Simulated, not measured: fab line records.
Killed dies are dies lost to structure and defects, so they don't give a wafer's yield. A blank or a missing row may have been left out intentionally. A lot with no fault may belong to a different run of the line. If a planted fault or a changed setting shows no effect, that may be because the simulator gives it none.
fab line records -- flow n5_finfet
record: lots: 11, wafers: 30, last_day: 18
route steps=1938 shown BEOL_M8@1333 PASSIVATION@1936
lots untouched by any fault: they come from a run of this same line in which no faults occurred
start_h: the number of hours between the record's first day and the start of the first shown wafer of the lot -- wait_h: time in hours since the lot's previous step -- " same as the row above -- L1.1+2: a single row standing in for several wafers -- - value missing, or start not given -- * or withheld: withheld -- < > ~ a bound
route shown NAME@n: names a module that has steps shown in the file, with the first one's number in the route -- usual: mean/standard deviation of fault-free wafers -- same: alike in all rows -- chamber/n: place in a boat -- sites: the reading at each site -- _std_site: how widely they spread, as a standard deviation -- _edge_site: outer sites' mean less inner sites' -- radius_mm: for every site, how far away it sits from the centre of the wafer -- mask NAME#n: copy n -- behind: tool/chamber where the wafer was last shaped -- hold: reason for holding the lot/hours on hold/outcome of the hold -- device: which transistor (n, p or np) failed to switch -- end of line: tests of these same wafers at the route's end -- a step given without rows: its recipe and nothing more -- killed: dies that structure and defects cost at the first sort, which is not the same as the wafer's yield -- map: per-die view of a wafer (x killed, . not killed, _ where there is no die)
set.NAME: the run value of the setting; set.NAME@STEP: its run value at that earlier step -- model.NAME: the simulator's own value behind a step, which no gauge read
a sample of lots followed through the steps of the route, with each step as a table and each wafer as a row
services: a tool's chamber out of use, with start hour (start_h, from the record's first day; less than 0 if before it), hours out, and reason
== steps ==
step: N5_BEOL_M8_CURE_74
recipe: temp_c: 385, time_s: 240, ambient: He/Ar, material: SiCOH_lowk
usual: lamp_power_pct: 52.31/0.054, wafer_temp_C_max: 387.3/0.7
lot.wafer,tool,chamber,start_h,wait_h,lamp_power_pct,wafer_temp_C_max
L473.1,uv_cure-01,0,190.95,0.1,52.32,388.4
L473.2,uv_cure-01,0,190.95,0.1,52.29,388.7
L473.3,uv_cure-01,0,190.95,0.1,52.20,388.9
L476.5,uv_cure-02,2,210.36,0.6,52.30,386.5
L476.6,uv_cure-02,2,210.36,0.6,52.21,386.8
L475.3,uv_cure-01,1,213.48,0.2,52.32,387.1
L475.4,uv_cure-01,1,213.48,0.2,52.24,387.5
L475.5,uv_cure-01,1,213.48,0.2,52.31,386.9
L478.1,uv_cure-03,0,218.62,0.1,52.36,386.8
L478.2,uv_cure-03,0,218.62,0.1,52.33,386.5
L478.3,uv_cure-03,0,218.62,0.1,52.26,386.3
L482.3,uv_cure-02,2,241.67,0.2,52.31,387.2
L482.4,uv_cure-02,2,241.67,0.2,52.37,386.4
L483.1,uv_cure-03,2,261.97,0.0,52.29,387.6
L483.4,uv_cure-03,2,261.97,0.0,52.40,387.1
L483.6,uv_cure-03,2,261.97,0.0,52.29,387.2
L486.2,uv_cure-02,0,285.96,0.1,52.35,386.7
L486.4,uv_cure-02,0,285.96,0.1,52.29,387.9
L490.1,uv_cure-01,1,314.36,0.9,52.22,386.6
L490.5,uv_cure-01,1,314.36,0.9,52.28,387.1
L490.6,uv_cure-01,1,314.36,0.9,52.25,386.7
L492.2,uv_cure-02,2,322.52,0.1,52.37,387.7
L492.4,uv_cure-02,2,322.52,0.1,52.23,387.2
L492.6,uv_cure-02,2,322.52,0.1,52.39,387.8
L493.2,uv_cure-02,0,323.78,0.1,52.35,386.9
L493.3,uv_cure-02,0,323.78,0.1,52.29,387.1
L493.5,uv_cure-02,0,323.78,0.1,52.26,386.8
L495.1,uv_cure-02,2,346.24,0.0,52.37,387.5
L495.4,uv_cure-02,2,346.24,0.0,52.28,386.3
L495.6,uv_cure-02,2,346.24,0.0,52.33,386.9
step: N5_BEOL_M8_OVL_MEAS_29
recipe: points_per_wafer: 522
usual: V7_OVL: -0.3/0.66
same: points_per_wafer: 522
lot.wafer,tool,chamber,start_h,wait_h,V7_OVL[nm]
L473.1,overlay-01,0,196.21,0.0,-0.3
L473.2,overlay-01,0,196.21,0.0,-0.2
L473.3,overlay-01,0,196.21,0.0,-0.4
L476.5,overlay-01,0,214.75,0.0,0.0
L476.6,overlay-01,0,214.75,0.0,0.3
L475.3,overlay-02,0,216.53,0.0,-0.2
L475.4,overlay-02,0,216.53,0.0,0.1
L475.5,overlay-02,0,216.53,0.0,-1.5
L478.1,overlay-01,0,224.32,0.0,-0.7
L478.2,overlay-01,0,224.32,0.0,0.6
L478.3,overlay-01,0,224.32,0.0,-0.9
L482.3,overlay-01,0,244.79,0.0,0.0
L482.4,overlay-01,0,244.79,0.0,-0.3
L483.1,overlay-01,0,265.19,0.0,-0.1
L483.4,overlay-01,0,265.19,0.0,-1.0
L483.6,overlay-01,0,265.19,0.0,-0.5
L486.2,overlay-02,0,291.55,0.0,-0.5
L486.4,overlay-02,0,291.55,0.0,-1.4
L490.1,overlay-02,0,317.36,0.0,-0.6
L490.5,overlay-02,0,317.36,0.0,0.1
L490.6,overlay-02,0,317.36,0.0,0.1
L492.2,overlay-02,0,325.60,0.0,-0.6
L492.4,overlay-02,0,325.60,0.0,-0.7
L492.6,overlay-02,0,325.60,0.0,0.1
L493.2,overlay-02,0,328.14,0.0,1.5
L493.3,overlay-02,0,328.14,0.0,0.6
L493.5,overlay-02,0,328.14,0.0,-0.3
L495.1,overlay-01,0,350.42,0.0,-0.3
L495.4,overlay-01,0,350.42,0.0,0.1
L495.6,overlay-01,0,350.42,0.0,-0.4
step: N5_BEOL_M8_ETCH_72
recipe: chemistry: N2/H2, target: underlayer, target_depth_a: 65, mask_material: CAR-EUV, time_s: 5.2, ion_energy_ev: 200, pressure_mtorr: 30, source_w: 840, bias_w: 150, n2_flow_sccm: 200, h2_flow_sccm: 200, ends: cleared
usual: chamber_pressure_mTorr: 30.00/0.042, drypump_motor_current_A: 5.4/0.41, etch_rf_on_time_s: 5.20/0.23, oes_product_au: 0.68/0.064, rf_vpp_V: 525.0/2.2, showerhead_plenum_p_Torr: 2.59/0.07, throttle_valve_pct: 17.9/0.31
lot.wafer,tool,chamber,start_h,wait_h,chamber_pressure_mTorr,drypump_motor_current_A,etch_rf_on_time_s,oes_product_au,rf_hours_counter_h,rf_vpp_V,showerhead_plenum_p_Torr,throttle_valve_pct
L473.1,rie_diel-01,3,196.34,0.0,29.93,5.7,5.37,0.65,123,525.8,2.55,18.2
L473.2,rie_diel-01,2,196.34,0.0,30.03,5.2,5.55,0.65,90,524.6,2.58,17.6
L473.3,rie_diel-01,1,196.34,0.0,30.00,5.7,5.22,0.75,32,528.0,2.72,18.2
L476.5,rie_diel-01,0,214.89,0.0,30.02,6.1,5.03,0.87,-,528.6,2.72,17.7
L476.6,rie_diel-01,1,214.89,0.0,29.92,5.7,5.25,0.73,-,527.4,2.71,18.2
L475.3,rie_diel-05,1,216.64,0.0,30.02,5.6,5.15,0.64,150,528.2,2.62,17.3
L475.4,rie_diel-05,2,216.64,0.0,29.92,5.1,5.15,0.83,3,526.2,2.62,17.6
L475.5,rie_diel-05,2,216.64,0.0,29.97,5.1,5.18,0.83,-,526.5,2.62,17.6
L478.1,rie_diel-05,0,224.45,0.0,30.01,5.4,4.84,0.75,70,520.2,2.45,18.0
L478.2,rie_diel-05,1,224.45,0.0,30.04,5.6,5.16,0.63,153,527.3,2.62,17.3
L478.3,rie_diel-05,3,224.45,0.0,30.00,5.1,5.24,0.70,98,525.3,2.59,18.3
L482.3,rie_diel-05,3,245.24,0.0,29.98,5.1,5.18,0.69,106,523.6,2.59,18.3
L482.4,rie_diel-05,2,245.24,0.0,30.00,5.2,5.16,0.80,11,526.4,2.62,17.6
L483.1,rie_diel-05,2,265.31,0.0,29.99,5.2,5.19,0.80,17,523.7,2.62,17.7
L483.4,rie_diel-05,2,265.31,0.0,30.00,5.2,5.22,0.78,-,526.9,2.62,17.6
L483.6,rie_diel-05,1,265.31,0.0,30.04,5.6,5.05,0.64,-,527.2,2.61,17.3
L486.2,rie_diel-01,0,291.67,0.0,30.06,6.1,5.00,0.79,23,526.4,2.71,17.7
L486.4,rie_diel-01,2,291.67,0.0,29.92,5.2,5.51,0.64,129,523.2,2.56,17.6
L490.1,rie_diel-05,2,317.49,0.0,29.98,5.2,5.21,0.76,33,524.7,2.61,17.7
L490.5,rie_diel-05,2,317.49,0.0,29.97,5.2,5.24,0.77,-,523.7,2.61,17.7
L490.6,rie_diel-05,3,317.49,0.0,30.02,5.1,5.25,0.66,-,523.1,2.58,18.3
L492.2,rie_diel-05,0,325.77,0.0,30.04,5.4,4.84,0.72,104,521.0,2.44,18.0
L492.4,rie_diel-05,2,325.77,0.0,30.05,5.2,5.20,0.75,36,524.1,2.61,17.7
L492.6,rie_diel-05,2,325.77,0.0,29.97,5.2,5.25,0.76,-,527.2,2.61,17.7
L493.2,rie_diel-05,1,328.26,0.0,30.00,5.6,5.13,0.62,188,523.2,2.60,17.3
L493.3,rie_diel-05,2,328.26,0.0,30.01,5.2,5.15,0.77,36,526.4,2.61,17.7
L493.5,rie_diel-05,0,328.26,0.0,29.99,5.4,4.78,0.73,-,520.9,2.44,18.0
L495.1,rie_diel-02,0,350.54,0.0,30.00,4.9,5.14,0.61,210,522.9,2.53,18.0
L495.4,rie_diel-02,2,350.54,0.0,30.01,6.3,5.36,0.65,110,528.0,2.63,17.6
L495.6,rie_diel-02,3,350.54,0.0,30.07,5.2,4.95,0.61,-,524.0,2.54,18.1
step: N5_BEOL_M8_ETCH_65
recipe: chemistry: CF4, target: SiARC, target_depth_a: 156, mask_material: CAR-EUV, time_s: 26, ion_energy_ev: 80, pressure_mtorr: 40, source_w: 545, bias_w: 36, Ar_flow_sccm: 100, cf4_flow_sccm: 100, ends: cleared
usual: cf4_flow_sccm: 100.04/0.29, chamber_pressure_mTorr: 40.00/0.038, drypump_motor_current_A: 5.4/0.41, etch_rf_on_time_s: 26.1/1.1, oes_product_au: 0.68/0.062, rf_vpp_V: 184.5/1.1, showerhead_plenum_p_Torr: 2.18/0.054, throttle_valve_pct: 15.56/0.25
lot.wafer,tool,chamber,start_h,wait_h,cf4_flow_sccm,chamber_pressure_mTorr,drypump_motor_current_A,etch_rf_on_time_s,oes_product_au,rf_hours_counter_h,rf_vpp_V,showerhead_plenum_p_Torr,throttle_valve_pct
L473.1,rie_diel-01,3,196.36,0.0,99.70,40.00,5.7,26.5,0.65,123,183.8,2.17,16.00
L473.2,rie_diel-01,2,196.36,0.0,99.62,40.01,5.2,27.6,0.66,90,184.7,2.16,15.26
L473.3,rie_diel-01,1,196.36,0.0,99.73,39.98,5.7,26.3,0.74,32,184.9,2.27,15.76
L476.5,rie_diel-01,0,214.91,0.0,100.12,39.92,6.0,25.7,0.86,-,184.8,2.25,15.27
L476.6,rie_diel-01,1,214.91,0.0,100.18,39.99,5.7,26.8,0.72,-,186.3,2.26,15.80
L475.3,rie_diel-05,1,216.66,0.0,100.55,39.98,5.6,25.8,0.64,150,186.2,2.22,15.26
L475.4,rie_diel-05,2,216.66,0.0,100.03,39.98,5.1,26.0,0.83,3,184.9,2.18,15.15
L475.5,rie_diel-05,2,216.66,0.0,100.00,40.02,5.2,26.1,0.83,-,184.4,2.18,15.15
L478.1,rie_diel-05,0,224.46,0.0,100.16,40.05,5.4,24.5,0.75,70,183.1,2.08,15.65
L478.2,rie_diel-05,1,224.46,0.0,100.09,39.98,5.6,25.9,0.64,153,185.4,2.22,15.27
L478.3,rie_diel-05,3,224.46,0.0,99.90,40.00,5.1,26.3,0.69,98,182.6,2.16,15.70
L482.3,rie_diel-05,3,245.26,0.0,100.55,39.99,5.1,26.0,0.69,106,183.7,2.16,15.72
L482.4,rie_diel-05,2,245.26,0.0,100.13,39.99,5.2,26.1,0.81,11,185.0,2.18,15.17
L483.1,rie_diel-05,2,265.33,0.0,100.11,39.99,5.2,26.6,0.78,17,184.6,2.18,15.18
L483.4,rie_diel-05,2,265.33,0.0,99.72,40.00,5.1,26.3,0.80,-,185.2,2.18,15.17
L483.6,rie_diel-05,1,265.33,0.0,100.68,40.00,5.6,25.9,0.64,-,185.6,2.22,15.30
L486.2,rie_diel-01,0,291.69,0.0,100.08,40.00,6.0,25.4,0.79,23,186.2,2.24,15.31
L486.4,rie_diel-01,2,291.69,0.0,99.59,39.94,5.2,27.7,0.63,129,184.3,2.14,15.29
L490.1,rie_diel-05,2,317.51,0.0,130.72,40.07,5.2,25.4,0.77,33,185.0,2.38,16.41
L490.5,rie_diel-05,2,317.51,0.0,130.52,39.93,5.2,25.3,0.77,-,183.5,2.38,16.39
L490.6,rie_diel-05,3,317.51,0.0,129.87,39.95,5.1,25.7,0.67,-,184.1,2.35,16.94
L492.2,rie_diel-05,0,325.79,0.0,130.02,39.98,5.4,23.5,0.74,104,183.7,2.27,16.90
L492.4,rie_diel-05,2,325.79,0.0,129.81,39.97,5.2,25.3,0.77,36,185.1,2.38,16.40
L492.6,rie_diel-05,2,325.79,0.0,130.50,39.97,5.1,25.0,0.78,-,183.0,2.38,16.40
L493.2,rie_diel-05,1,328.28,0.0,130.39,40.04,5.6,25.1,0.63,188,186.4,2.42,16.47
L493.3,rie_diel-05,2,328.28,0.0,130.03,39.99,5.1,25.3,0.78,36,185.0,2.37,16.40
L493.5,rie_diel-05,0,328.28,0.0,129.98,40.00,5.4,23.8,0.74,-,182.0,2.27,16.89
L495.1,rie_diel-02,0,350.56,0.0,100.35,40.03,4.8,26.1,0.61,210,183.5,2.12,15.61
L495.4,rie_diel-02,2,350.56,0.0,100.20,39.99,6.4,27.2,0.65,110,185.9,2.24,15.63
L495.6,rie_diel-02,3,350.56,0.0,100.11,40.01,5.2,25.0,0.63,-,182.4,2.13,15.83
step: N5_PASSIVATION_PROBE_49
usual: defect_limited_yield: 90.9/1.6, killed_at_M0_to_M3: 34/10, killed_at_M4_up: 13/5.4, killed_at_contacts: 13/6, killed_at_front_end: 42/13, killed_at_other: 4/3.2, killed_dies: 107/18, killed_open: 69/14, killed_short: 35/7.7, sort_bin_4_leakage: 0.02/0.17, sort_bin_5_function: 5.3/1, sort_bin_6_memory: 3.3/0.75, sort_n_pass: 1073/19, sort_yield_pct: 90.9/1.6
same: gross_dies: 1180, killed_at_back_side: 0, sort_bin_8_speed[%]: 0
lot.wafer,tool,chamber,start_h,wait_h,defect_limited_yield[%],killed_at_M0_to_M3,killed_at_M4_up,killed_at_contacts,killed_at_front_end,killed_at_other,killed_dies,killed_open,killed_short,sort_bin_4_leakage[%],sort_bin_5_function[%],sort_bin_6_memory[%],sort_n_pass,sort_yield_pct[%]
L493.3,prober-01,-,395.00,0.1,87.9,52,15,14,60,2,143,83,48,0,6.6,4.3,1037,87.9
killed by level:class
L493.3 BEOL_M3:geometric_particle:open=16 MOL_CONTACT_COAG:geometric_particle:open=12 BEOL_M1:geometric_particle:open=11 HKMG_FIN:area_etch=11 FIN_SAQP:geometric_particle:short=10 FIN_SAQP:geometric_particle:open=10 BEOL_M0_SAQP:geometric_particle:short=9 BEOL_M0_SAQP:geometric_particle:open=7
== services ==
tool,chamber,start_h,hours,kind
rie_diel-02,1,170.92,3.2,repair
rie_diel-05,2,185.33,-,clean
rie_diel-05,2,185.33,-,consumable_replace:focus_ring
rie_diel-05,2,185.33,22.6,scheduled_down
rie_diel-05,2,185.33,22.6,vent_cycle
uv_cure-01,-,188.51,1.0,pm
rie_diel-01,0,194.65,-,clean
rie_diel-01,0,194.65,-,consumable_replace:focus_ring
rie_diel-01,0,194.65,-,consumable_replace:showerhead
rie_diel-01,0,194.65,18.3,scheduled_down
rie_diel-01,0,194.65,18.3,vent_cycle
rie_diel-02,-,201.05,2.8,pm
rie_diel-05,3,264.39,4.8,repair
rie_diel-05,-,272.79,2.8,pm
uv_cure-03,-,277.44,6.0,pm
rie_diel-01,1,293.56,7.0,repair
rie_diel-05,0,301.41,5.1,repair
uv_cure-03,-,310.02,11.6,repair
rie_diel-02,2,322.94,2.0,repair
uv_cure-01,-,341.40,4.3,pm
== key ==
first_sign: step: N5_BEOL_M8_ETCH_65, reading: cf4_flow_sccm, direction: up, sigmas: 99+, usual: 100.04, struck: 130.20
effect: step: N5_BEOL_M8_ETCH_65, reading: throttle_valve_pct, direction: up, sigmas: 4, usual: *, struck: *
met_at N5_BEOL_M8_ETCH_65
struck_lots L490,L492,L493
baseline_loss: step: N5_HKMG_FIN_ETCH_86, wafers: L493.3
not_acting_at N5_BEOL_M8_CURE_74,N5_BEOL_M8_OVL_MEAS_29,N5_BEOL_M8_ETCH_72
onset_between 265.33 317.51
fault: kind: process_parameter_drift, tool: rie_diel-05, chamber: -, onset_h: 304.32, steps: N5_BEOL_M8_ETCH_65, channel: cf4_flow_sccm, offset: 30, shape: step, end_h: 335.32, acts_in: these_recipes_only, stated: 100
baseline_loss: these wafers lose ten dies or more at that step, a loss of the line's own and not of a fault; the sort's usual values leave them out
